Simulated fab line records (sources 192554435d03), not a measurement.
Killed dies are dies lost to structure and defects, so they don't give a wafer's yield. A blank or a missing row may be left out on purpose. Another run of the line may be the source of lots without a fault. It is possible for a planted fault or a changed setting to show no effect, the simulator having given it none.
Split-lot trial ; flow n5 finfet ; route with 1938 steps; 7 lots, 21 wafers read

## ABOUT THE SPLIT
At N5_BEOL_M4_COAT_68 (time 60 s, resist thk 12 nm), the setting spin rpm was moved away from the recipe's 1500 rpm on 9 of the 21 wafers read, by -7.5% to +7.5%. This setting was run at the recipe's value on the other wafers.

## FROM THE SPLIT TO THE READING: what the file shows between them, 4 steps
- N5_BEOL_M4_COAT_76: time 60 s, resist thk 5 nm
- N5_BEOL_M4_COAT_22: resist thk 30 nm
- N5_BEOL_M4_DESCUM_33: chemistry O2, time 7 s
- N5_BEOL_M4_ETCH_77: etches underlayer in N2/H2, target depth 6.5 nm, time 5.2 s

## THE READING
etch.depth nm (the simulator's own value, which no gauge read), in nm, at N5_BEOL_M4_ETCH_69 (etches SiARC in CF4, target depth 15.6 nm, time 26 s). There is no usual value for it anywhere in the file. Across the 12 wafers here that went through the recipe, the average is 12.00 nm and the standard deviation 0.039 nm.

wafer;tool, chamber at the split;spin rpm as run, rpm;against the recipe;etch.depth nm, nm;against lot-mates on the recipe
L075.1;litho track-05, 0;1500;recipe;11.95;-
L075.3;litho track-05, 0;1500;recipe;11.99;-
L075.6;litho track-05, 0;1500;recipe;11.96;-
L078.2;litho track-03, 0;1608;+7.2%;11.62;-0.39
L078.3;litho track-03, 0;1500;recipe;12.01;-
L078.6;litho track-03, 0;1608;+7.2%;11.61;-0.40
L081.4;litho track-02, 0;1612;+7.5%;11.55;-0.41
L081.5;litho track-02, 0;1612;+7.5%;11.57;-0.39
L081.6;litho track-02, 0;1500;recipe;11.96;-
L080.3;litho track-05, 0;1572;+4.8%;11.68;-0.29
L080.5;litho track-05, 0;1500;recipe;11.99;-
L080.6;litho track-05, 0;1500;recipe;11.95;-
L082.2;litho track-02, 0;1500;recipe;11.99;-
L082.3;litho track-02, 0;1388;-7.5%;12.5;+0.51
L082.6;litho track-02, 0;1388;-7.5%;12.49;+0.50
L084.1;litho track-03, 0;1500;recipe;12.06;-
L084.3;litho track-03, 0;1500;recipe;12.06;-
L084.4;litho track-03, 0;1500;recipe;12.05;-
L091.2;litho track-05, 0;1446;-3.6%;12.23;+0.21
L091.5;litho track-05, 0;1446;-3.6%;12.26;+0.24
L091.6;litho track-05, 0;1500;recipe;12.02;-

FIT RESULTS
A straight line over all 21 wafers: etch.depth nm changes by -0.0611 nm for each +1% of spin rpm; r = -0.99; the points scatter about the line by 0.039 nm.
The same after taking each lot's own level away (the mean of its wafers on the recipe; 21 wafers): -0.0596 nm for each +1%; r = -1.00; scatter 0.025 nm.
The reading moves by 0.44 nm for the largest change in spin rpm, on that fit.
The span of the lots' own levels, 11.960 to 12.057 nm, comes to 2.4 times the standard deviation stated above.
So the lot-to-lot level changes the slope little: the two slopes agree.
Check: with one of the wafers moved furthest among these (+7.5%) left out of the fit, the line predicts -0.435 nm for it against its lot-mates. Against them it came out at -0.41 nm.

## THESE WAFERS: OTHER SPLITS
These wafers also went through other splits before the reading. Each is held against what the fit with the lots' levels taken away leaves over:
other split on the same wafers;wafers away from the commonest value;r with etch.depth nm (lot level and that fit taken away)
N5_BEOL_M2_DEP_57 time s;10;+0.02
N5_BEOL_M3_COAT_05 spin rpm;6;-0.15
N5_BEOL_M3_COAT_22 spin rpm;3;-0.25
N5_BEOL_M4_DESCUM_16 time s;8;-0.36

## THE WHOLE CHAIN: every reading that the file lists as answering this split, in the file's order
step;what it does;reading;change (the file's fit);r (the file's)
N5_BEOL_M4_COAT_68;time 60 s, resist thk 12 nm;SiARC_of_BEOL_M4_COAT_68.thk nm (the simulator's own value, which no gauge read);-0.0614 nm for each +1% of the setting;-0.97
N5_BEOL_M4_ETCH_69;etches SiARC in CF4, target depth 15.6 nm, time 26 s;etch.depth nm (the simulator's own value, which no gauge read);-0.0594 nm for each +1% of the setting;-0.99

## FILE'S OWN FIT
etch.depth nm changes by -0.0594 nm for each +1% of spin rpm, r = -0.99.
